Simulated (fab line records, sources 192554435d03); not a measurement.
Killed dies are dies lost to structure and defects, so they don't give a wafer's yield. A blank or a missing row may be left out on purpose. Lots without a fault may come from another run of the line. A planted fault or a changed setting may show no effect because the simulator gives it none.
Which tool did it? | flow n5_finfet | 9 lots, 27 wafers sampled, at 6 steps of a route of 1938

WHAT THE GAUGES READ, wafer by wafer
N5_FIN_SAQP_CD_MEAS_16: target cd 35.6 nm. Usual: cd_nm 35.57 nm, standard deviation 0.28.
lot  | measured    | on        | cd_nm (nm)        | flag
L257 | day 1 21:56 | cd_sem-02 | 35.69 35.35 35.44 |
L258 | day 2 03:22 | cd_sem-01 | 35.50 35.58 35.72 |
L263 | day 3 10:01 | cd_sem-02 | 35.55 35.69 35.39 |
L271 | day 5 09:56 | cd_sem-02 | 35.30 35.60 35.66 |
L272 | day 5 16:44 | cd_sem-02 | 35.46 35.78 35.54 |
L275 | day 6 09:09 | cd_sem-03 | 35.63 36.39 35.77 |
L277 | day 6 22:41 | cd_sem-03 | 35.15 35.55 35.05 |
L279 | day 7 10:53 | cd_sem-03 | 35.84 35.22 34.97 |
L280 | day 7 16:08 | cd_sem-03 | 35.14 35.23 35.52 |

N5_FIN_SAQP_OVL_MEAS_17. Usual: FIN_CORE_OVL 0.3 nm, standard deviation 0.8.
lot  | measured    | on         | FIN_CORE_OVL (nm) | flag
L257 | day 1 21:59 | overlay-01 | 0.4 -1.8 0.7      |
L258 | day 2 03:23 | overlay-01 | 0.7 -0.3 0.1      |
L263 | day 3 10:04 | overlay-02 | 0.4 1.2 1.4       |
L271 | day 5 09:58 | overlay-01 | -0.2 -0.4 0.1     |
L272 | day 5 16:46 | overlay-02 | 1.0 1.3 1.1       |
L275 | day 6 09:11 | overlay-02 | -0.5 1.4 0.2      |
L277 | day 6 22:44 | overlay-01 | 0.9 1.1 0.3       |
L279 | day 7 10:55 | overlay-01 | 0.3 0.2 0.1       |
L280 | day 7 16:10 | overlay-01 | -0.9 0.7 -0.6     |

N5_BEOL_M4_RC_MEAS_101. Usual: DIBL_N 36.3 mV/V, standard deviation 1.4; DIBL_P 35.7 mV/V, standard deviation 1.5; IOFF_N 0.155 nA/um, standard deviation 0.022; IOFF_P 0.204 nA/um, standard deviation 0.027; ION_N 671 uA/um, standard deviation 9; ION_P 459 uA/um, standard deviation 6.2; SS_N 71.5 mV/dec, standard deviation 0.54; SS_P 73.1 mV/dec, standard deviation 0.56; VT_N 250.2 mV, standard deviation 2.6; VT_P -251 mV, standard deviation 3.3.
lot  | measured     | on        | DIBL_N (mV/V)  | DIBL_P (mV/V)  | IOFF_N (nA/um)    | IOFF_P (nA/um)    | ION_N (uA/um) | ION_P (uA/um) | SS_N (mV/dec)  | SS_P (mV/dec)  | VT_N (mV)         | VT_P (mV)      | flag
L257 | day 8 17:21  | prober-01 | 35.6 34.3 35.9 | 34.2 33.4 34.4 | 0.157 0.136 0.157 | 0.207 0.192 0.203 | 673 661 664   | 457 461 457   | 71.9 71.4 71.1 | 72.7 72.6 72.8 | 246.0 249.0 248.9 | -248 -249 -250 |
L258 | day 8 15:50  | prober-02 | 37.2 35.4 34.5 | 36.6 34.2 32.8 | 0.163 0.129 0.117 | 0.231 0.187 0.180 | 675 664 659   | 466 461 458   | 71.6 70.4 70.5 | 73.9 73.0 72.1 | 247.0 253.1 252.6 | -247 -248 -250 |
L263 | day 9 17:58  | prober-01 | 39.1 38.6 38.9 | 38.6 37.1 37.1 | 0.197 0.182 0.195 | 0.257 0.242 0.238 | 682 665 678   | 466 454 458   | 72.3 71.6 73.4 | 73.6 74.0 73.4 | 247.3 248.6 250.4 | -245 -246 -249 |
L271 | day 11 13:34 | prober-01 | 36.8 36.0 35.6 | 34.0 33.6 33.8 | 0.151 0.138 0.136 | 0.169 0.161 0.166 | 666 667 671   | 454 451 457   | 71.4 71.5 71.4 | 72.9 72.5 73.1 | 248.8 253.7 252.2 | -257 -254 -256 |
L272 | day 11 15:41 | prober-02 | 38.7 38.6 37.4 | 36.4 36.9 35.5 | 0.170 0.167 0.143 | 0.212 0.211 0.199 | 677 673 668   | 462 457 456   | 72.5 72.1 72.0 | 73.1 74.2 73.8 | 246.9 247.0 252.2 | -247 -252 -251 |
L275 | day 12 10:29 | prober-01 | 34.1 35.0 35.4 | 33.5 34.6 34.6 | 0.119 0.131 0.138 | 0.174 0.185 0.192 | 666 664 677   | 457 457 462   | 71.0 71.2 71.6 | 72.7 72.9 73.0 | 253.2 252.5 250.7 | -252 -251 -251 |
L277 | day 13 05:38 | prober-01 | 36.0 34.7 37.8 | 35.2 33.2 37.7 | 0.143 0.120 0.188 | 0.185 0.159 0.224 | 674 655 682   | 459 450 464   | 71.3 72.0 71.5 | 72.9 72.7 73.9 | 252.5 253.5 245.5 | -254 -254 -251 |
L279 | day 13 14:47 | prober-01 | 33.6 36.1 33.8 | 33.7 36.6 33.5 | 0.105 0.139 0.106 | 0.161 0.207 0.159 | 653 663 644   | 456 461 452   | 71.3 71.6 70.9 | 72.2 73.2 72.9 | 254.8 251.6 255.0 | -251 -251 -254 |
L280 | day 13 19:38 | prober-01 | 35.3 37.3 35.1 | 34.7 35.9 34.5 | 0.137 0.166 0.135 | 0.179 0.192 0.178 | 669 671 668   | 460 452 457   | 71.7 71.9 71.5 | 72.8 72.1 72.3 | 250.5 249.3 253.9 | -255 -252 -253 |

WHICH TOOL RAN EACH LOT (tool, then ch and the chambers of the sampled wafers, then the start)
lot  | N5_FIN_SAQP_HM_DEP_03          | N5_FIN_SAQP_HM_DEP_72          | N5_FIN_SAQP_HM_OPEN_73
L257 | pecvd-02 ch 0,1,2, day 1 21:16 | pecvd-02 ch 0,1,2, day 1 21:36 | rie_diel-03 ch 0,2, day 1 22:14
L258 | pecvd-02 ch 1,2, day 2 02:42   | pecvd-02 ch 0,2, day 2 03:02   | rie_diel-03 ch 0,3, day 2 03:39
L263 | pecvd-02 ch 0,1,2, day 3 09:14 | pecvd-02 ch 0,1,2, day 3 09:34 | rie_diel-05 ch 0,2,3, day 3 10:19
L271 | pecvd-01 ch 0,1,2, day 5 09:18 | pecvd-03 ch 0,1,2, day 5 09:38 | rie_diel-05 ch 0,3, day 5 10:35
L272 | pecvd-03 ch 0,1, day 5 15:56   | pecvd-03 ch 1,2, day 5 16:17   | rie_diel-05 ch 0,1,2, day 5 17:01
L275 | pecvd-03 ch 1,2, day 6 08:30   | pecvd-03 ch 0,1,2, day 6 08:50 | rie_diel-01 ch 1,3, day 6 09:27
L277 | pecvd-03 ch 0,2, day 6 22:02   | pecvd-03 ch 1,2, day 6 22:22   | rie_diel-05 ch 0,1, day 6 23:10
L279 | pecvd-02 ch 0,1, day 7 10:13   | pecvd-01 ch 0,1,2, day 7 10:33 | rie_diel-01 ch 2,3, day 7 11:10
L280 | pecvd-01 ch 0,1,2, day 7 15:23 | pecvd-03 ch 0,1,2, day 7 15:43 | rie_diel-01 ch 0,3, day 7 16:26
- N5_FIN_SAQP_HM_DEP_03: deposits SiNx from SiH4/NH3/N2, target thk 38 nm, time 33.6 s.
- N5_FIN_SAQP_HM_DEP_72: deposits SiO2 from SiH4/N2O, target thk 12 nm, time 7.2 s.
- N5_FIN_SAQP_HM_OPEN_73: chemistry CHF3/O2, target SiO2, stops on a-Si, target depth 12 nm, time 16.8 s.

WHAT THE TOOLS THEMSELVES READ (means of the sampled wafers that have a number; where no wafer has one, the mark that the record gives instead)
N5_FIN_SAQP_HM_DEP_03. Usual: chamber_pressure_Torr 1.5000 Torr, standard deviation 0.0028; heater_power_w 850 W, standard deviation 110; showerhead_plenum_p_Torr 5.10 Torr, standard deviation 0.12; throttle_valve_pct 39.3 %, standard deviation 2.1.
lot  | tool     | chamber_pressure_Torr (Torr) | heater_power_w (W) | showerhead_plenum_p_Torr (Torr) | throttle_valve_pct (%) | flag
L257 | pecvd-02 | 1.5017                       | 1017               | 5.08                            | 38.2                   |
L258 | pecvd-02 | 1.5008                       | 962                | 5.10                            | 36.8                   |
L263 | pecvd-02 | 1.4998                       | 983                | 5.08                            | 38.4                   |
L271 | pecvd-01 | 1.4996                       | 805                | 5.07                            | 40.2                   |
L272 | pecvd-03 | 1.4984                       | 826                | 5.20                            | 40.2                   |
L275 | pecvd-03 | 1.5013                       | 768                | 5.10                            | 37.5                   |
L277 | pecvd-03 | 1.4992                       | 770                | 5.20                            | 38.8                   |
L279 | pecvd-02 | 1.4997                       | 949                | 5.07                            | 38.4                   |
L280 | pecvd-01 | 1.4993                       | 796                | 5.08                            | 40.2                   |

N5_FIN_SAQP_HM_DEP_72. Usual: chamber_pressure_Torr 0.7499 Torr, standard deviation 0.0016; heater_power_w 853 W, standard deviation 110; showerhead_plenum_p_Torr 8.10 Torr, standard deviation 0.21.
lot  | tool     | chamber_pressure_Torr (Torr) | heater_power_w (W) | showerhead_plenum_p_Torr (Torr) | flag
L257 | pecvd-02 | 0.7505                       | 951                | 8.03                            |
L258 | pecvd-02 | 0.7474                       | 937                | 8.00                            |
L263 | pecvd-02 | 0.7504                       | 1002               | 8.02                            |
L271 | pecvd-03 | 0.7495                       | 854                | 8.19                            |
L272 | pecvd-03 | 0.7501                       | 733                | 8.15                            |
L275 | pecvd-03 | 0.7497                       | 802                | 8.19                            |
L277 | pecvd-03 | 0.7500                       | 790                | 8.05                            |
L279 | pecvd-01 | 0.7488                       | 790                | 8.00                            |
L280 | pecvd-03 | 0.7498                       | 791                | 8.19                            |

N5_FIN_SAQP_HM_OPEN_73. Usual: chamber_pressure_mTorr 30.001 mTorr, standard deviation 0.027; drypump_motor_current_A 5.8 A, standard deviation 0.49; oes_product_au 0.46 a.u., standard deviation 0.036; rf_vpp_V 521 V, standard deviation 4.2; showerhead_plenum_p_Torr 2.44 Torr, standard deviation 0.078; throttle_valve_pct 18.76 %, standard deviation 0.2.
lot  | tool        | chamber_pressure_mTorr (mTorr) | drypump_motor_current_A (A) | oes_product_au (a.u.) | rf_vpp_V (V) | showerhead_plenum_p_Torr (Torr) | throttle_valve_pct (%) | flag
L257 | rie_diel-03 | 29.989                         | 6.5                         | 0.44                  | 523          | 2.47                            | 19.04                  |
L258 | rie_diel-03 | 30.019                         | 6.3                         | 0.46                  | 519          | 2.35                            | 18.76                  |
L263 | rie_diel-05 | 29.999                         | 5.6                         | 0.49                  | 519          | 2.44                            | 18.88                  |
L271 | rie_diel-05 | 30.003                         | 5.3                         | 0.45                  | 521          | 2.46                            | 18.87                  |
L272 | rie_diel-05 | 30.017                         | 5.9                         | 0.44                  | 519          | 2.43                            | 18.89                  |
L275 | rie_diel-01 | 29.986                         | 5.4                         | 0.49                  | 523          | 2.47                            | 18.54                  |
L277 | rie_diel-05 | 29.993                         | 5.5                         | 0.43                  | 520          | 2.44                            | 18.89                  |
L279 | rie_diel-01 | 29.992                         | 5.2                         | 0.49                  | 527          | 2.54                            | 18.50                  |
L280 | rie_diel-01 | 30.009                         | 5.2                         | 0.47                  | 526          | 2.52                            | 18.53                  |

THE ANSWER, worked out from the rows above alone
Rule: a lot is off if the mean of its wafers that have a number lies more than 3 standard deviations from the usual mean. A lot without any number at a reading at which 4 lots or more have one is off too. The other lots that the step has rows for count as sound. The gauges are gone through in route order, then the tools' own readings, and for those a lot's mean is taken as printed above. The first step at which some lot is off is used, and at that step the reading that is off furthest; a lot without a number counts as furthest.
No lot is off at any reading shown: from this, nothing can be told.

WHAT THE SIMULATOR HAD PUT IN
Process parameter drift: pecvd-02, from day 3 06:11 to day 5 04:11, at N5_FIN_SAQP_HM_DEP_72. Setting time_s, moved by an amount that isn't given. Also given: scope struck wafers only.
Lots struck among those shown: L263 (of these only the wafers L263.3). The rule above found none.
